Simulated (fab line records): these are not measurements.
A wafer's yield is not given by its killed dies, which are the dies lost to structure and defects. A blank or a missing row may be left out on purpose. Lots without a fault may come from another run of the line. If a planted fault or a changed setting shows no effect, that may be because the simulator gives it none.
Which tool was responsible? -- flow nand harc -- 12 lots, 36 wafers sampled, at 6 steps of a route of 1302

WHAT EACH GAUGE READ, for each wafer
NHARC_P_GATE_CD_MEAS_91 targets a cd of 2000 nm.
lot,measured,on,cd nm (nm)
L214,day 5 20:46,cd sem-01,2001.8 1997.7 1997.7
L216,day 6 19:51,cd sem-02,1999.5 1998.6 1998.9
L218,day 7 07:41,cd sem-02,2001.9 2001.4 2001.0
L219,day 8 03:26,cd sem-02,2001.6 2002.5 2002.4
L222,day 9 04:08,cd sem-02,2000.7 1999.0 1998.9
L223,day 9 17:27,cd sem-01,2000.4 1999.6 1999.7
L226,day 10 15:56,cd sem-03,2001.3 2000.3 1999.9
L228,day 11 14:44,cd sem-03,1999.4 1999.3 2000.6
L232,day 13 08:18,cd sem-03,2000.2 1999.8 1998.7
L233,day 13 09:42,cd sem-03,1998.8 1998.7 1999.3
L235,day 14 04:35,cd sem-02,1997.2 1997.5 1999.4
L236,day 14 21:29,cd sem-02,2000.2 1999.9 1999.0

NHARC_P_CONTACT_CD_MEAS_12 targets a cd of 90 nm.
lot,measured,on,cd nm (nm)
L214,day 6 01:27,cd sem-02,90.1 90.4 90.2
L216,day 7 00:32,cd sem-01,89.9 89.8 90.4
L218,day 7 12:13,cd sem-01,90.1 89.8 90.3
L219,day 8 08:07,cd sem-02,90.4 89.3 90.7
L222,day 9 08:45,cd sem-01,89.9 89.8 89.9
L223,day 9 22:07,cd sem-02,89.6 90.0 90.5
L226,day 10 20:39,cd sem-02,82.2 82.6 82.4 81.8 83.1 82.3
L228,day 11 19:50,cd sem-03,90.7 90.8 89.6
L232,day 13 12:59,cd sem-02,90.3 88.9 89.7
L233,day 13 14:21,cd sem-02,89.7 89.5 89.3
L235,day 14 09:08,cd sem-01,90.2 90.6 90.8
L236,day 15 02:02,cd sem-03,90.1 90.2 90.3

NHARC_END_SORT_01.
lot,measured,on,killed at array,killed at other,killed at periphery,killed dies,killed open,killed short
L226,day 29 10:28,prober-02,39 44 50,1 1 1,2 4 2,42 49 53,3 4 1,1 1 4

EACH LOT AND THE TOOL THAT RAN IT (in order: tool; ch and the chambers of the sampled wafers; start)
lot,NHARC_P_GATE_STRIP_95,NHARC_P_CONTACT_DEP_00,NHARC_P_CONTACT_EXPOSE_09
L214,"plasma asher-02 ch 1, day 5 22:02","pecvd-03 ch 0,1,2, day 6 01:19 or earlier","arfi scanner-01 ch 0, day 6 01:19"
L216,"plasma asher-02 ch 0,1, day 6 21:07","pecvd-03 ch 1,2, day 7 00:24 or earlier","arfi scanner-02 ch 0, day 7 00:24"
L218,"plasma asher-02 ch 0,1, day 7 08:56","pecvd-03 ch 0,2, day 7 12:05 or earlier","arfi scanner-02 ch 0, day 7 12:05"
L219,"plasma asher-02 ch 0,1, day 8 04:41","pecvd-03 ch 0,1,2, day 8 07:59 or earlier","arfi scanner-03 ch 0, day 8 07:59"
L222,"plasma asher-02 ch 0,1, day 9 05:23","pecvd-02 ch 0,1,2, day 9 08:37 or earlier","arfi scanner-03 ch 0, day 9 08:37"
L223,"plasma asher-02 ch 0,1, day 9 18:40","pecvd-04 ch 0,1,2, day 9 21:59 or earlier","arfi scanner-01 ch 0, day 9 21:59"
L226,"plasma asher-02 ch 0,1, day 10 17:13","pecvd-03 ch 0,2, day 10 20:31 or earlier","arfi scanner-01 ch 0, day 10 20:31"
L228,"plasma asher-01 ch 0,1, day 11 16:23","pecvd-02 ch 1,2, day 11 19:42 or earlier","arfi scanner-01 ch 0, day 11 19:42"
L232,"plasma asher-02 ch 0,1, day 13 09:33","pecvd-02 ch 0,1,2, day 13 12:50 or earlier","arfi scanner-02 ch 0, day 13 12:50"
L233,"plasma asher-01 ch 0,1, day 13 10:56","pecvd-04 ch 1,2, day 13 14:13 or earlier","arfi scanner-03 ch 0, day 13 14:13"
L235,"plasma asher-02 ch 0, day 14 05:51","pecvd-03 ch 0,1,2, day 14 08:59 or earlier","arfi scanner-01 ch 0, day 14 08:59"
L236,"plasma asher-01 ch 0,1, day 14 22:44","pecvd-02 ch 0,2, day 15 01:53 or earlier","arfi scanner-01 ch 0, day 15 01:53"
- NHARC_P_GATE_STRIP_95: strips in O2.
- NHARC_P_CONTACT_DEP_00: deposits SiO2, target thk 500 nm.
- NHARC_P_CONTACT_EXPOSE_09: exposes mask P CA, target cd 90 nm.

WHAT THE TOOLS THEMSELVES READ (means of the sampled wafers that have a number; where no wafer has one, the mark that the record gives instead)
NHARC_P_GATE_STRIP_95.
lot,tool,drypump motor current A (A),heater power w (W)
L214,plasma asher-02,5.60,367
L216,plasma asher-02,5.68,337
L218,plasma asher-02,5.64,351
L219,plasma asher-02,5.65,349
L222,plasma asher-02,5.66,357
L223,plasma asher-02,5.62,352
L226,plasma asher-02,5.68,338
L228,plasma asher-01,5.84,349
L232,plasma asher-02,5.67,345
L233,plasma asher-01,5.96,363
L235,plasma asher-02,5.72,321
L236,plasma asher-01,5.94,360

NHARC_P_CONTACT_DEP_00.
lot,tool,heater power w (W),rf fwd power W (W),throttle valve pct (%)
L214,pecvd-03,461,898.8,15.6
L216,pecvd-03,516,899.1,15.9
L218,pecvd-03,475,901.2,15.9
L219,pecvd-03,506,898.6,15.6
L222,pecvd-02,542,897.8,16.3
L223,pecvd-04,605,897.0,16.0
L226,pecvd-03,560,898.2,15.8
L228,pecvd-02,624,899.5,16.2
L232,pecvd-02,588,897.8,15.8
L233,pecvd-04,587,899.2,15.8
L235,pecvd-03,468,899.9,15.8
L236,pecvd-02,499,898.4,16.0

NHARC_P_CONTACT_EXPOSE_09.
lot,tool,exposure dose mJ cm2
L214,arfi scanner-01,81.14
L216,arfi scanner-02,81.16
L218,arfi scanner-02,81.13
L219,arfi scanner-03,81.28
L222,arfi scanner-03,81.20
L223,arfi scanner-01,81.20
L226,arfi scanner-01,81.18
L228,arfi scanner-01,81.06
L232,arfi scanner-02,81.19
L233,arfi scanner-03,81.23
L235,arfi scanner-01,81.18
L236,arfi scanner-01,81.16

THE ANSWER, worked out from the rows above alone
Rule: what is usual is taken from the lots themselves. The widest of any qualifying gaps counts: lots, ordered by their means at a reading, are off when they make up no more than a third of the lots, leave a main group of 4 or more, and stand apart from it by 3 or more times the standard deviation of that group's means. The tables above print the reading to a certain number of digits; a main group whose means all agree to those digits is not used. A lot without any number at a reading at which 4 lots or more have one is off too. All remaining lots with rows at the step are treated as sound. First the gauges in route order, then the tools' own readings, where a lot's mean is used as printed above. The first step at which some lot is off is used, and at that step the reading that is off furthest; a lot without a number counts as furthest.
Off: L226, at NHARC_P_CONTACT_CD_MEAS_12 (cd nm). For the main group the mean is 90.1 nm and the standard deviation 0.29.
A tool fits if, at a process step before that reading, it ran every lot that is off, and no sound lot after the first of them. The gauges at NHARC_P_CONTACT_CD_MEAS_12 are tried like those tools. NHARC_P_CONTACT_DEP_00: start missing for some lots; hours and lot order therefore follow NHARC_P_CONTACT_EXPOSE_09. None of those tried fits.

WHAT THE SIMULATOR PUT IN
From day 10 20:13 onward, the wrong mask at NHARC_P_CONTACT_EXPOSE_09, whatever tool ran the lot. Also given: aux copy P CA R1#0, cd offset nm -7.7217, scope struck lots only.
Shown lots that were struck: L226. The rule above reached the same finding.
